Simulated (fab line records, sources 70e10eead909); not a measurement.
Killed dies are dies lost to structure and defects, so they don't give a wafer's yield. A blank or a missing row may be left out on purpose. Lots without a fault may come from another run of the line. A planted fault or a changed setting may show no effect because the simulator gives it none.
Which tool did it? | flow nand_harc | 11 lots, 33 wafers sampled, at 6 steps of a route of 1159

WHAT THE GAUGES READ, wafer by wafer
NHARC_END_SORT_01.
lot  | measured     | on        | defect_limited_yield (%)
L353 | day 24 00:34 | prober-02 | 93.1 94.2 95.1
L354 | day 23 14:27 | prober-01 | 92.3 95.0 95.7

WHICH TOOL RAN EACH LOT (tool, then ch and the chambers of the sampled wafers, then the start)
lot  | NHARC_P_M0_DEP_32               | NHARC_P_M2_DESCUM_14               | NHARC_P_M2_ECD_22              | NHARC_P_M2_CMP_23             | NHARC_P_BONDPAD_CMP_32
L344 | pecvd-03 ch 0,1, day 6 09:13    | rie_diel-04 ch 1,2,3, day 6 14:55  | ecd_cu-02 ch 0,1, day 6 16:21  | cmp-01 ch 0,1,2, day 6 17:04  | cmp-04 ch 0,1,2, day 6 18:29
L343 | pecvd-04 ch 0,1,2, day 6 09:26  | rie_diel-05 ch 1,2,3, day 6 15:24  | ecd_cu-01 ch 0,1, day 6 16:47  | cmp-04 ch 1,2,3, day 6 17:32  | cmp-04 ch 0,1,3, day 6 18:59
L346 | pecvd-04 ch 0,1,2, day 7 02:53  | rie_diel-04 ch 1,2,3, day 7 08:37  | ecd_cu-02 ch 0,1, day 7 10:04  | cmp-02 ch 0,3, day 7 10:42    | cmp-04 ch 0,1,2, day 7 12:14
L349 | pecvd-04 ch 0,1,2, day 7 18:08  | rie_diel-04 ch 0,1,2, day 7 23:52  | ecd_cu-02 ch 0,1, day 8 01:16  | cmp-04 ch 0,2,3, day 8 02:02  | cmp-03 ch 0,2,3, day 8 03:31
L353 | pecvd-03 ch 0,2, day 9 03:29    | rie_diel-04 ch 2,3, day 9 08:55    | ecd_cu-01 ch 0, day 9 10:18    | cmp-02 ch 1,3, day 9 11:03    | cmp-03 ch 1,2,3, day 9 12:28
L354 | pecvd-03 ch 1,2, day 9 06:43    | rie_diel-05 ch 0,2, day 9 12:07    | ecd_cu-01 ch 0,1, day 9 13:40  | cmp-01 ch 1,2,3, day 9 14:20  | cmp-04 ch 0,2, day 9 16:19
L359 | pecvd-02 ch 0,1,2, day 9 23:11  | rie_diel-04 ch 0,2, day 10 04:52   | ecd_cu-01 ch 0,1, day 10 06:23 | cmp-01 ch 2,3, day 10 07:05   | cmp-02 ch 0,1,3, day 10 08:34
L362 | pecvd-03 ch 1,2, day 11 01:04   | rie_diel-04 ch 0,3, day 11 06:48   | ecd_cu-01 ch 0,1, day 11 08:11 | cmp-02 ch 1,2,3, day 11 08:57 | cmp-02 ch 1,2, day 11 10:20
L363 | pecvd-04 ch 0,1,2, day 11 05:14 | rie_diel-04 ch 1,2,3, day 11 11:13 | ecd_cu-01 ch 0,1, day 11 12:36 | cmp-02 ch 0,1,2, day 11 13:19 | cmp-04 ch 0,1,2, day 11 14:55
L365 | pecvd-03 ch 0,1, day 11 06:23   | rie_diel-04 ch 0,2,3, day 11 12:03 | ecd_cu-01 ch 0,1, day 11 13:34 | cmp-01 ch 0,2, day 11 14:12   | cmp-04 ch 0,1,3, day 11 15:52
L364 | pecvd-03 ch 0,1,2, day 11 06:52 | rie_diel-04 ch 0,3, day 11 12:40   | ecd_cu-01 ch 0,1, day 11 14:02 | cmp-02 ch 2,3, day 11 14:47   | cmp-04 ch 0,1,2, day 11 16:28
- NHARC_P_M0_DEP_32: deposits SiCN, target thk 30 nm.
- NHARC_P_M2_DESCUM_14: chemistry O2, time 3 s.
- NHARC_P_M2_ECD_22: material Cu, target thk 400 nm.
- NHARC_P_M2_CMP_23: polishes, t overpolish 20 s, target thk 144.3 nm.
- NHARC_P_BONDPAD_CMP_32: polishes SiCN, target thk 200 nm.

THE ANSWER, worked out from the rows above alone
Rule: what is usual is taken from the lots themselves. Put in order of their means at a reading, lots are off if they are a third of the lots or fewer, leave a main group of 4 or more, and stand apart from it by a gap of 3 or more times the standard deviation of the main group's means; of several such gaps the widest counts. A main group whose means are all the same, to the digits that the tables above print for the reading, isn't used. A lot without any number at a reading at which 4 lots or more have one is off too. The other lots that the step has rows for count as sound.
No lot is off at any reading shown: from this, nothing can be told.

WHAT THE SIMULATOR HAD PUT IN
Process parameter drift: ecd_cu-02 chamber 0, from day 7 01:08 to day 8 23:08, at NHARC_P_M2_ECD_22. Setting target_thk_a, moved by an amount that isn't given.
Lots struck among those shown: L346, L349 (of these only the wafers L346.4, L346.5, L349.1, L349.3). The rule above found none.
